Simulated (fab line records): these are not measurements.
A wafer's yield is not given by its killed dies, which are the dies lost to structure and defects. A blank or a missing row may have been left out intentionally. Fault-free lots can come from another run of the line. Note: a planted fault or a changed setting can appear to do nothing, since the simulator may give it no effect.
fab line records | flow n5Finfet
record lots=4 wafers=12 lastDay=17
route steps=1938 shown BEOL_M0_SAQP@670 BEOL_M4@1111
lots that met no fault: taken from a fault-free run of the same line
startH: the number of hours between the record's first day and the start of the first shown wafer of the lot | waitH: hours from the lot's prior step to this one | " repeats the value in the row above | L1.1+2: one row covering several wafers at once | - value missing, or start not given | * or withheld: withheld | < > ~ a bound
route shown NAME@n: NAME is a module with steps in the file, n the number in the route of the first one | usual: mean and standard deviation over wafers with no fault | same: alike in all rows | chamber/n: place in a boat | sites: readings site by site | _std_site: the standard deviation of these | _edge_site: inner sites' mean taken away from outer sites' mean | radiusMm: for every site, how far away it sits from the centre of the wafer | mask NAME#n: copy n | behind: the most recent tool/chamber to have shaped the wafer | hold: cause of the lot's hold/its duration in hours/its outcome | device: the n, p or np transistor that did not switch | end of line: tests run on the same wafers once the route is complete | step lacking rows: just its recipe | killed: the dies lost at the first sort to structure and to defects; this is not the yield of the wafer | map: dies across one wafer; x = killed, . = not, _ = none there
set.NAME: the setting as run; set.NAME@STEP: as run at that earlier step | model.NAME: the simulator's own value behind a step, which no gauge read
certain route steps with their lots: each step a table, each wafer a row
services: from which hour (startH, from the record's first day; less than 0 if before it) a tool's chamber was out of use, for how many hours, and why
## steps
# step N5_BEOL_M0_SAQP_RECESS_104
# recipe chemistry=HF/NH3 target=SiO2 targetDepthA=180 afsCycles=3 tempC=30 sublimationTempC=180 sublimationTimeS=60
# step N5_BEOL_M0_SAQP_COAT_105
# recipe resist=SOC tempC=250 timeS=60 spinRpm=1500 resistThkNm=100
# step N5_BEOL_M0_SAQP_ETCH_106
# recipe chemistry=N2/H2 target=SOC targetDepthA=1500 stopOn=SiNx ionEnergyEv=100 biasW=61 pressureMtorr=30 sourceW=850 n2FlowSccm=200 h2FlowSccm=200
# step N5_BEOL_M0_SAQP_ETCH_107
# recipe chemistry=CH3F/O2 target=SiNx targetDepthA=300 maskMaterial=SOC pressureMtorr=30 sourceW=395 biasW=73 Ar_flow_sccm=150 CH3F_flow_sccm=30 O2_flow_sccm=20 ionEnergyEv=120
# step N5_BEOL_M0_SAQP_STRIP_108
# recipe chemistry=N2/H2 powerW=500 tempC=40 pressureMtorr=50 rfFrequencyHz=6e+07 overashFraction=0.3 biasPowerW=28 h2Frac=0.5 n2FlowSccm=300 h2FlowSccm=300
# step N5_BEOL_M0_SAQP_RECESS_109
# recipe chemistry=HF/NH3 target=SiO2 targetDepthA=30 afsCycles=1 tempC=30 sublimationTempC=180 sublimationTimeS=60
# step N5_BEOL_M0_SAQP_SPACER2_ALD_26
# recipe material=SiO2 targetThkA=150 tempC=300 aldPrecursorFamily=BDEAS aldCoReactant=O2-plasma pulseTimeS=1 purgeTimeS=2 coReactantPurgeTimeS=2 pressureTorr=2
# step N5_BEOL_M0_SAQP_SPACER2_ETCHBACK_27
# recipe chemistry=CHF3/O2 mode=anisotropicEtchback target=SiO2 targetDepthA=225 timeS=11.25 pressureMtorr=30 sourceW=650 biasW=170 Ar_flow_sccm=200 CHF3_flow_sccm=50 O2_flow_sccm=5 ionEnergyEv=200
# step N5_BEOL_M0_SAQP_MANDREL2_REMOVE_110
# recipe chemistry=HBr/Cl2/O2 btTimeS=10 target=a-Si stopOn=SiCN endpoint=OES-SiCl overEtchFrac=1 icpW=600 biasW=30 HBr_flow_sccm=150 Cl2_flow_sccm=80 O2_flow_sccm=5 pressureMtorr=10
# step N5_BEOL_M0_SAQP_COAT_69
# recipe resist=SOC tempC=250 timeS=60 spinRpm=1500 resistThkNm=90
# step N5_BEOL_M0_SAQP_COAT_72
# recipe resist=SiARC tempC=220 timeS=60 spinRpm=1500 resistThkNm=15
# step N5_BEOL_M0_SAQP_COAT_87
# recipe resist=underlayer tempC=205 timeS=60 spinRpm=1500 resistThkNm=5
# usual plateTempC=205.02/0.15 spinSpeedRpm=1500.1/1
# columns lot.wafer tool chamber startH waitH plateTempC spinSpeedRpm model.underlayer_of_BEOL_M0_SAQP_COAT_87.thkNm
L227.2 lithoTrack-03 0 161.99 - 205.04 1500.9 5
L227.5 " 0 " " 204.87 1500.2 5
L227.6 " 0 " " 204.77 1502.0 5
L232.1 lithoTrack-03 0 197.88 - 205.17 1166.1 5.6
L232.2 " 0 " " 204.92 1168.1 5.6
L232.4 " 0 " " 205.04 1167.2 5.6
L233.2 lithoTrack-03 0 215.86 - 204.91 1167.2 5.6
L233.3 " 0 " " 204.96 1165.6 5.6
L233.4 " 0 " " 204.75 1168.0 5.6
L241.1 lithoTrack-04 0 243.39 - 205.03 1500.3 5
L241.2 " 0 " " 204.98 1499.6 5
L241.3 " 0 " " 205.18 1500.4 5
# step N5_BEOL_M0_SAQP_COAT_34
# recipe resist=CAR-EUV spinRpm=1500 resistThkNm=30
# step N5_BEOL_M0_SAQP_EBR_36
# recipe solvent=PGMEA ebrWidthMm=1.5
# step N5_BEOL_M0_SAQP_SOFTBAKE_35
# recipe tempC=110 timeS=60 resist=CAR-EUV
# step N5_BEOL_M0_SAQP_EXPOSE_37
# recipe maskId=M0_CUT1 na=0.33 sourceShape=annular sigmaInner=0.35 sigmaOuter=0.8 polarization=unpolarized targetCdNm=30 doseMj=44.75
# step N5_BEOL_M0_SAQP_PEB_38
# recipe pebTempC=100 pebTimeS=60 resist=CAR-EUV
# step N5_BEOL_M0_SAQP_DEVELOP_39
# recipe developTimeS=30 developer=TMAH resist=CAR-EUV rinseLiquid=surfactantRinse dry=airSpin devTempC=23
# step N5_BEOL_M0_SAQP_DESCUM_45
# recipe chemistry=O2 timeS=7 sourcePowerW=50 biasPowerW=20 pressureMtorr=20 rfFrequencyHz=2.712e+07 tempC=40 resist=CAR-EUV o2FlowSccm=225
# step N5_BEOL_M0_SAQP_ETCH_88
# recipe chemistry=N2/H2 target=underlayer targetDepthA=65 timeS=5.2 ionEnergyEv=200 maskMaterial=CAR-EUV pressureMtorr=30 sourceW=840 biasW=150 n2FlowSccm=200 h2FlowSccm=200 ends=cleared
# usual drypumpMotorCurrentA=5.5/0.36 etchRfOnTimeS=5.17/0.2 oesProductAu=0.65/0.069 rfVppV=524.4/2.2 showerheadPlenumPTorr=2.55/0.071 throttleValvePct=17.89/0.3
# columns lot.wafer tool chamber startH waitH drypumpMotorCurrentA etchRfOnTimeS oesProductAu rfHoursCounterH rfVppV showerheadPlenumPTorr throttleValvePct model.etch.depthNm
L227.2 rieDiel-06 1 162.61 0.0 5.9 5.02 0.61 210 525.6 2.63 18.23 4.986
L227.5 " 3 " " 4.9 4.95 0.61 - 518.8 2.39 18.17 4.995
L227.6 " 2 " " 5.0 4.88 0.77 - 525.0 2.58 17.69 4.999
L232.1 rieDiel-02 1 198.30 0.0 5.9 6.09 0.60 216 521.4 2.51 17.68 5.663
L232.2 " 3 " " 5.8 6.02 0.60 235 524.3 2.50 18.20 5.637
L232.4 " 0 " " 5.9 6.08 0.73 - 524.4 2.56 17.49 5.66
L233.2 rieDiel-01 2 216.59 0.0 5.9 5.80 0.61 220 521.2 2.51 18.38 5.652
L233.3 " 0 " " 5.3 5.71 0.73 46 522.3 2.57 17.90 5.641
L233.4 " 3 " " 5.2 5.93 0.58 235 521.9 2.51 18.11 5.677
L241.1 rieDiel-02 2 243.81 0.0 5.6 5.36 0.79 11 524.9 2.57 17.27 5.029
L241.2 " 1 " " 5.9 5.36 0.58 231 524.3 2.50 17.69 5.015
L241.3 " 0 " " 5.8 5.48 0.68 62 521.8 2.55 17.50 5.014
# step N5_BEOL_M0_SAQP_ETCH_73
# recipe chemistry=CF4 target=SiARC targetDepthA=195 maskMaterial=CAR-EUV timeS=32.5 ionEnergyEv=80 pressureMtorr=40 sourceW=545 biasW=36 Ar_flow_sccm=100 cf4FlowSccm=100 ends=cleared
# step N5_BEOL_M4_RC_MEAS_101
# usual DIBL_N=36.0/2 DIBL_P=35.9/2.5 IOFF_N=0.16/0.038 IOFF_P=0.21/0.04 ION_N=675/14 ION_P=462/9.4 SS_N=71.5/0.75 SS_P=73.2/0.74 VT_N=250/3.9 VT_P=-251/3.2
# columns lot.wafer tool chamber startH waitH DIBL_N[mV/V] DIBL_P[mV/V] IOFF_N[nA/um] IOFF_P[nA/um] ION_N[uA/um] ION_P[uA/um] SS_N[mV/dec] SS_P[mV/dec] VT_N[mV] VT_P[mV]
L227.2 prober-02 0 212.50 0.2 39.8 37.9 0.24 0.31 702 481 72.4 73.9 243 -243
L227.5 " 0 " " 39.0 38.8 0.23 0.35 714 496 71.3 73.9 244 -241
L227.6 " 0 " " 32.1 29.1 0.09 0.15 659 465 70.7 71.1 257 -249
L232.1 prober-01 0 242.90 0.0 33.6 32.9 0.12 0.17 664 450 71.2 72.1 254 -251
L232.2 " 0 " " 35.5 33.9 0.15 0.19 667 450 72.2 72.3 248 -249
L232.4 " 0 " " 35.4 34.9 0.15 0.21 655 448 71.9 73.4 250 -250
L233.2 prober-02 0 268.32 0.2 36.9 36.9 0.18 0.22 697 472 71.6 73.8 246 -252
L233.3 " 0 " " 32.7 33.5 0.11 0.17 658 455 71.0 72.2 254 -252
L233.4 " 0 " " 35.4 36.4 0.16 0.22 678 463 71.3 73.5 250 -251
L241.1 prober-01 0 300.77 0.0 32.7 31.4 0.10 0.14 658 453 71.3 71.8 255 -255
L241.2 " 0 " " 33.0 31.8 0.11 0.14 659 458 70.3 71.8 255 -257
L241.3 " 0 " " 37.0 37.5 0.14 0.20 673 463 71.5 73.6 252 -252
## services
# columns tool chamber startH hours kind
rieDiel-06 2 139.56 7.7 repair
rieDiel-01 3 142.69 2.2 repair
lithoTrack-03 - 160.86 - consumableReplace:filter
rieDiel-02 1 178.83 7.1 repair
rieDiel-02 2 196.07 - clean
rieDiel-02 2 196.07 - consumableReplace:focusRing
rieDiel-02 2 196.07 16.8 scheduledDown
rieDiel-02 2 196.07 16.8 ventCycle
rieDiel-01 2 220.13 3.2 repair
rieDiel-02 3 236.85 - clean
rieDiel-02 3 236.85 - consumableReplace:focusRing
rieDiel-02 3 236.85 19.3 scheduledDown
rieDiel-02 3 236.85 19.3 ventCycle
## key
firstSign step=N5_BEOL_M0_SAQP_COAT_87 reading=spinSpeedRpm direction=down sigmas=99+ usual=* struck=*
effect step=N5_BEOL_M0_SAQP_ETCH_88 reading=etchRfOnTimeS direction=up sigmas=3.9 usual=* struck=*
modelEffect step=N5_BEOL_M0_SAQP_COAT_87 value=underlayer_of_BEOL_M0_SAQP_COAT_87.thkNm without=5 struck=5.6
modelEffect step=N5_BEOL_M0_SAQP_ETCH_88 value=etch.depthNm without=4.989 struck=5.655
metAt N5_BEOL_M0_SAQP_COAT_87
struckWafers L232.1,L232.2,L232.4,L233.2,L233.3,L233.4
baselineLoss step=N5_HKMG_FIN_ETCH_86 wafers=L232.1
onsetBetween 161.99 197.88
fault kind=processParameterDrift tool=lithoTrack-03 chamber=- onsetH=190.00 steps=N5_BEOL_M0_SAQP_COAT_87 channel=spinRpm offset=* shape=step endH=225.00 actsIn=* stated=*
# baselineLoss: these wafers lose ten dies or more at that step, a loss of the line's own and not of a fault; the sort's usual values leave them out
